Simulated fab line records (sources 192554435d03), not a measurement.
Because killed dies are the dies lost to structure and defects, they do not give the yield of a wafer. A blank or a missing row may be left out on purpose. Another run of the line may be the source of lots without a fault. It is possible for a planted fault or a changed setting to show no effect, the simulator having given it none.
Which tool did it? :: flow n5_finfet :: 9 lots, 27 wafers sampled, at 7 steps of a route of 1938

== WHAT THE GAUGES SHOWED, per wafer ==
N5_MOL_CONTACT_COAG_CD_MEAS_84 targets a cd of 25.1 nm. Usual: cd_nm reads 25.14 nm (standard deviation 0.24).
lot: L328
measured: day 5 08:50
on: cd_sem-02
cd_nm (nm): 25.04 25.12 24.74
flag: 

lot: L329
measured: day 5 16:02
on: cd_sem-02
cd_nm (nm): 24.92 25.18 25.30
flag: 

lot: L331
measured: day 6 04:17
on: cd_sem-02
cd_nm (nm): 25.08 25.06 24.93
flag: 

lot: L332
measured: day 6 07:52
on: cd_sem-03
cd_nm (nm): 25.40 25.49 25.71
flag: 

lot: L339
measured: day 8 01:23
on: cd_sem-02
cd_nm (nm): 25.16 24.96 25.26
flag: 

lot: L338
measured: day 8 04:56
on: cd_sem-03
cd_nm (nm): 25.15 9.64 25.10
flag: OFF

lot: L342
measured: day 8 21:37
on: cd_sem-01
cd_nm (nm): 25.45 25.62 25.80
flag: 

lot: L343
measured: day 9 02:35
on: cd_sem-01
cd_nm (nm): 25.45 25.29 25.25
flag: 

lot: L347
measured: day 10 01:30
on: cd_sem-02
cd_nm (nm): 25.30 25.11 25.28
flag: 

N5_MOL_CONTACT_COAG_OVL_MEAS_85. Usual: VG_OVL typically reads -0.4 nm, with standard deviation 0.58.
lot: L328
measured: day 5 08:53
on: overlay-01
VG_OVL (nm): 0.1 0.2 -0.3
flag: 

lot: L329
measured: day 5 16:04
on: overlay-02
VG_OVL (nm): 0.5 -0.5 0.1
flag: 

lot: L331
measured: day 6 04:19
on: overlay-01
VG_OVL (nm): -0.3 0.0 -1.0
flag: 

lot: L332
measured: day 6 07:55
on: overlay-01
VG_OVL (nm): -0.5 -0.6 -0.7
flag: 

lot: L339
measured: day 8 01:25
on: overlay-01
VG_OVL (nm): -0.3 0.0 -0.4
flag: 

lot: L338
measured: day 8 04:59
on: overlay-02
VG_OVL (nm): -0.3 -0.5 -0.2
flag: 

lot: L342
measured: day 8 21:39
on: overlay-02
VG_OVL (nm): 0.2 0.2 0.0
flag: 

lot: L343
measured: day 9 02:37
on: overlay-01
VG_OVL (nm): -1.2 -0.5 -1.0
flag: 

lot: L347
measured: day 10 01:32
on: overlay-02
VG_OVL (nm): -0.2 0.4 0.0
flag: 

N5_MOL_CONTACT_COAG_CD_MEAS_137 targets a cd of 16 nm. Usual: cd_nm reads 15.96 nm (standard deviation 0.28).
lot: L328
measured: day 5 10:11
on: cd_sem-02
cd_nm (nm): 15.96 15.92 16.14
flag: 

lot: L329
measured: day 5 17:16
on: cd_sem-01
cd_nm (nm): 15.82 16.29 15.70
flag: 

lot: L331
measured: day 6 05:37
on: cd_sem-02
cd_nm (nm): 16.01 15.46 15.35
flag: 

lot: L332
measured: day 6 08:49
on: cd_sem-03
cd_nm (nm): 15.61 15.91 16.00
flag: 

lot: L339
measured: day 8 02:38
on: cd_sem-02
cd_nm (nm): 15.92 15.48 16.13
flag: 

lot: L338
measured: day 8 05:58
on: cd_sem-02
cd_nm (nm): 15.77 0.57 15.64
flag: OFF

lot: L342
measured: day 8 23:46
on: cd_sem-02
cd_nm (nm): 16.29 15.92 15.96
flag: 

lot: L343
measured: day 9 03:33
on: cd_sem-02
cd_nm (nm): 16.22 16.24 16.04
flag: 

lot: L347
measured: day 10 02:29
on: cd_sem-02
cd_nm (nm): 15.90 16.22 16.01
flag: 

N5_BEOL_M4_RC_MEAS_101. Usual: DIBL_N 36.1 mV/V, standard deviation 1.3; DIBL_P 36.1 mV/V, standard deviation 1.7; IOFF_N 0.154 nA/um, standard deviation 0.022; IOFF_P 0.201 nA/um, standard deviation 0.024; ION_N 675 uA/um, standard deviation 8.9; ION_P 462 uA/um, standard deviation 5.9; SS_N 71.5 mV/dec, standard deviation 0.49; SS_P 73.3 mV/dec, standard deviation 0.58; VT_N 250.0 mV, standard deviation 2.7; VT_P -251.3 mV, standard deviation 2.7.
lot: L328
measured: day 8 02:04
on: prober-02
DIBL_N (mV/V): 34.0 33.7 33.8
DIBL_P (mV/V): 33.8 33.7 33.5
IOFF_N (nA/um): 0.133 0.128 0.129
IOFF_P (nA/um): 0.171 0.170 0.167
ION_N (uA/um): 662 672 662
ION_P (uA/um): 449 464 456
SS_N (mV/dec): 71.7 71.9 71.2
SS_P (mV/dec): 72.9 73.1 72.6
VT_N (mV): 250.9 254.0 252.7
VT_P (mV): -255.2 -254.0 -255.0
flag: 

lot: L329
measured: day 8 02:34
on: prober-01
DIBL_N (mV/V): 36.8 36.0 37.6
DIBL_P (mV/V): 37.7 36.4 38.3
IOFF_N (nA/um): 0.168 0.146 0.165
IOFF_P (nA/um): 0.185 0.172 0.184
ION_N (uA/um): 678 662 676
ION_P (uA/um): 452 452 448
SS_N (mV/dec): 72.2 71.3 72.1
SS_P (mV/dec): 73.7 73.7 73.5
VT_N (mV): 250.7 251.7 250.3
VT_P (mV): -254.7 -253.2 -254.9
flag: 

lot: L331
measured: day 8 19:33
on: prober-01
DIBL_N (mV/V): 36.1 35.2 34.5
DIBL_P (mV/V): 37.1 35.6 35.4
IOFF_N (nA/um): 0.179 0.158 0.144
IOFF_P (nA/um): 0.224 0.199 0.200
ION_N (uA/um): 685 682 669
ION_P (uA/um): 463 461 465
SS_N (mV/dec): 71.1 71.2 71.1
SS_P (mV/dec): 73.4 73.2 73.5
VT_N (mV): 247.2 248.8 252.7
VT_P (mV): -246.5 -250.6 -250.5
flag: 

lot: L332
measured: day 9 01:45
on: prober-01
DIBL_N (mV/V): 35.5 35.4 35.1
DIBL_P (mV/V): 35.7 34.5 34.4
IOFF_N (nA/um): 0.139 0.133 0.133
IOFF_P (nA/um): 0.213 0.200 0.200
ION_N (uA/um): 673 656 663
ION_P (uA/um): 460 459 461
SS_N (mV/dec): 72.1 71.7 71.3
SS_P (mV/dec): 73.3 72.9 72.8
VT_N (mV): 251.8 253.1 249.9
VT_P (mV): -249.5 -248.3 -248.9
flag: 

lot: L339
measured: day 11 19:35
on: prober-01
DIBL_N (mV/V): 36.0 37.1 36.7
DIBL_P (mV/V): 34.7 35.7 35.4
IOFF_N (nA/um): 0.144 0.161 0.161
IOFF_P (nA/um): 0.203 0.215 0.209
ION_N (uA/um): 673 672 679
ION_P (uA/um): 466 463 466
SS_N (mV/dec): 70.5 71.2 71.0
SS_P (mV/dec): 72.4 73.2 73.3
VT_N (mV): 249.2 249.9 249.1
VT_P (mV): -247.3 -250.3 -251.8
flag: 

lot: L338
measured: day 11 19:52
on: prober-02
DIBL_N (mV/V): 36.7 35.8
DIBL_P (mV/V): 37.2 36.8
IOFF_N (nA/um): 0.167 0.159
IOFF_P (nA/um): 0.223 0.221
ION_N (uA/um): 682 686
ION_P (uA/um): 467 473
SS_N (mV/dec): 71.5 71.5
SS_P (mV/dec): 73.8 73.1
VT_N (mV): 245.8 247.0
VT_P (mV): -248.0 -249.2
flag: 

lot: L342
measured: day 12 03:42
on: prober-02
DIBL_N (mV/V): 36.6 36.5 36.6
DIBL_P (mV/V): 36.4 36.1 36.7
IOFF_N (nA/um): 0.151 0.146 0.154
IOFF_P (nA/um): 0.210 0.202 0.210
ION_N (uA/um): 669 671 680
ION_P (uA/um): 463 459 464
SS_N (mV/dec): 71.4 71.2 71.6
SS_P (mV/dec): 73.1 73.2 72.8
VT_N (mV): 252.1 249.7 247.6
VT_P (mV): -252.0 -251.8 -253.2
flag: 

lot: L343
measured: day 11 22:54
on: prober-01
DIBL_N (mV/V): 36.7 37.5 35.5
DIBL_P (mV/V): 38.5 40.4 37.5
IOFF_N (nA/um): 0.165 0.185 0.140
IOFF_P (nA/um): 0.205 0.235 0.195
ION_N (uA/um): 672 682 654
ION_P (uA/um): 457 459 449
SS_N (mV/dec): 72.0 71.9 71.7
SS_P (mV/dec): 73.8 74.1 73.5
VT_N (mV): 250.8 251.0 254.2
VT_P (mV): -254.0 -249.4 -251.7
flag: 

lot: L347
measured: day 13 05:14
on: prober-02
DIBL_N (mV/V): 38.8 38.5 36.1
DIBL_P (mV/V): 38.7 38.0 35.9
IOFF_N (nA/um): 0.206 0.195 0.144
IOFF_P (nA/um): 0.234 0.228 0.182
ION_N (uA/um): 693 696 675
ION_P (uA/um): 465 471 458
SS_N (mV/dec): 72.0 71.5 71.0
SS_P (mV/dec): 74.5 74.8 73.2
VT_N (mV): 246.4 247.9 250.5
VT_P (mV): -251.8 -251.2 -255.0
flag: 

== WHICH TOOL RAN EACH LOT (tool, then ch and the chambers of the sampled wafers, then the start) ==
lot: L328
N5_MOL_CONTACT_COAG_PRE_CLEAN_141: pvd_sputter-03, day 5 01:34
N5_MOL_CONTACT_COAG_PRE_CLEAN_142: pvd_sputter-01, day 5 04:43
N5_MOL_CONTACT_COAG_EXPOSE_81: euv_scanner-02 ch 0, day 5 08:43

lot: L329
N5_MOL_CONTACT_COAG_PRE_CLEAN_141: pvd_sputter-03, day 5 09:06
N5_MOL_CONTACT_COAG_PRE_CLEAN_142: pvd_sputter-02, day 5 12:14
N5_MOL_CONTACT_COAG_EXPOSE_81: euv_scanner-02 ch 0, day 5 15:53

lot: L331
N5_MOL_CONTACT_COAG_PRE_CLEAN_141: pvd_sputter-01, day 5 19:12
N5_MOL_CONTACT_COAG_PRE_CLEAN_142: pvd_sputter-01, day 6 00:26
N5_MOL_CONTACT_COAG_EXPOSE_81: euv_scanner-01 ch 0, day 6 04:08

lot: L332
N5_MOL_CONTACT_COAG_PRE_CLEAN_141: pvd_sputter-01, day 6 01:04
N5_MOL_CONTACT_COAG_PRE_CLEAN_142: pvd_sputter-03, day 6 04:04
N5_MOL_CONTACT_COAG_EXPOSE_81: euv_scanner-01 ch 0, day 6 07:44

lot: L339
N5_MOL_CONTACT_COAG_PRE_CLEAN_141: pvd_sputter-01, day 7 19:02
N5_MOL_CONTACT_COAG_PRE_CLEAN_142: pvd_sputter-03, day 7 21:28
N5_MOL_CONTACT_COAG_EXPOSE_81: euv_scanner-01 ch 0, day 8 01:15

lot: L338
N5_MOL_CONTACT_COAG_PRE_CLEAN_141: pvd_sputter-01, day 7 22:08
N5_MOL_CONTACT_COAG_PRE_CLEAN_142: pvd_sputter-02, day 8 00:42
N5_MOL_CONTACT_COAG_EXPOSE_81: euv_scanner-02 ch 0, day 8 04:49

lot: L342
N5_MOL_CONTACT_COAG_PRE_CLEAN_141: pvd_sputter-01, day 8 12:04
N5_MOL_CONTACT_COAG_PRE_CLEAN_142: pvd_sputter-02, day 8 15:27
N5_MOL_CONTACT_COAG_EXPOSE_81: euv_scanner-01 ch 0, day 8 21:29

lot: L343
N5_MOL_CONTACT_COAG_PRE_CLEAN_141: pvd_sputter-03, day 8 19:54
N5_MOL_CONTACT_COAG_PRE_CLEAN_142: pvd_sputter-02, day 8 22:47
N5_MOL_CONTACT_COAG_EXPOSE_81: euv_scanner-01 ch 0, day 9 02:27

lot: L347
N5_MOL_CONTACT_COAG_PRE_CLEAN_141: pvd_sputter-03, day 9 18:02
N5_MOL_CONTACT_COAG_PRE_CLEAN_142: pvd_sputter-02, day 9 21:32
N5_MOL_CONTACT_COAG_EXPOSE_81: euv_scanner-01 ch 0, day 10 01:22
- N5_MOL_CONTACT_COAG_PRE_CLEAN_141: time 60 s.
- N5_MOL_CONTACT_COAG_PRE_CLEAN_142: time 60 s.
- N5_MOL_CONTACT_COAG_EXPOSE_81: exposes mask VG, defocus 0 nm.

== WHAT THE TOOLS THEMSELVES READ (means of the sampled wafers that have a number; where no wafer has one, the mark that the record gives instead) ==
N5_MOL_CONTACT_COAG_PRE_CLEAN_141. Usual: heater_power_w reads 471 W (standard deviation 56).
lot: L328
tool: pvd_sputter-03
heater_power_w (W): 474
flag: 

lot: L329
tool: pvd_sputter-03
heater_power_w (W): 474
flag: 

lot: L331
tool: pvd_sputter-01
heater_power_w (W): 422
flag: 

lot: L332
tool: pvd_sputter-01
heater_power_w (W): 432
flag: 

lot: L339
tool: pvd_sputter-01
heater_power_w (W): 453
flag: 

lot: L338
tool: pvd_sputter-01
heater_power_w (W): 480
flag: 

lot: L342
tool: pvd_sputter-01
heater_power_w (W): 413
flag: 

lot: L343
tool: pvd_sputter-03
heater_power_w (W): 493
flag: 

lot: L347
tool: pvd_sputter-03
heater_power_w (W): 472
flag: 

N5_MOL_CONTACT_COAG_PRE_CLEAN_142. Usual: heater_power_w reads 471 W (standard deviation 51).
lot: L328
tool: pvd_sputter-01
heater_power_w (W): 465
flag: 

lot: L329
tool: pvd_sputter-02
heater_power_w (W): 476
flag: 

lot: L331
tool: pvd_sputter-01
heater_power_w (W): 449
flag: 

lot: L332
tool: pvd_sputter-03
heater_power_w (W): 516
flag: 

lot: L339
tool: pvd_sputter-03
heater_power_w (W): 443
flag: 

lot: L338
tool: pvd_sputter-02
heater_power_w (W): 465
flag: 

lot: L342
tool: pvd_sputter-02
heater_power_w (W): 464
flag: 

lot: L343
tool: pvd_sputter-02
heater_power_w (W): 463
flag: 

lot: L347
tool: pvd_sputter-02
heater_power_w (W): 467
flag: 

N5_MOL_CONTACT_COAG_EXPOSE_81. Usual: focus_offset_nm reads 0.0 nm (standard deviation 0.6).
lot: L328
tool: euv_scanner-02
focus_offset_nm (nm): -0.5
flag: 

lot: L329
tool: euv_scanner-02
focus_offset_nm (nm): 0.7
flag: 

lot: L331
tool: euv_scanner-01
focus_offset_nm (nm): 0.3
flag: 

lot: L332
tool: euv_scanner-01
focus_offset_nm (nm): 0.0
flag: 

lot: L339
tool: euv_scanner-01
focus_offset_nm (nm): 0.1
flag: 

lot: L338
tool: euv_scanner-02
focus_offset_nm (nm): 0.5
flag: 

lot: L342
tool: euv_scanner-01
focus_offset_nm (nm): 0.2
flag: 

lot: L343
tool: euv_scanner-01
focus_offset_nm (nm): 0.0
flag: 

lot: L347
tool: euv_scanner-01
focus_offset_nm (nm): -0.5
flag: 

== THE ANSWER, worked out from the rows above alone ==
Rule: a lot is off if the mean of its wafers that have a number lies more than 3 standard deviations from the usual mean. Also off: a lot with no number at a reading for which 4 or more lots have one. All remaining lots with rows at the step are treated as sound. The gauges are gone through in route order, then the tools' own readings, and for those a lot's mean is taken as printed above. The first step at which some lot is off is used, and at that step the reading that is off furthest; a lot without a number counts as furthest.
Off at N5_MOL_CONTACT_COAG_CD_MEAS_84 (cd_nm): L338.
A tool fits if, at a process step before that reading, it ran every lot that is off, and no sound lot after the first of them. Not tried: the gauges at N5_MOL_CONTACT_COAG_CD_MEAS_84; whatever is off there is also off at N5_MOL_CONTACT_COAG_CD_MEAS_137, on other tools, and gauge error can't account for it. One fits: N5_MOL_CONTACT_COAG_EXPOSE_81 on euv_scanner-02. Its last sound lot is L329 (day 5 15:53), its first lot that is off L338 (day 8 04:49): a fault that began between those two fits.

== WHAT THE SIMULATOR HAD PUT IN ==
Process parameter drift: euv_scanner-02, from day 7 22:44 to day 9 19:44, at N5_MOL_CONTACT_COAG_EXPOSE_81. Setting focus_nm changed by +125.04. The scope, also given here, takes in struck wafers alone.
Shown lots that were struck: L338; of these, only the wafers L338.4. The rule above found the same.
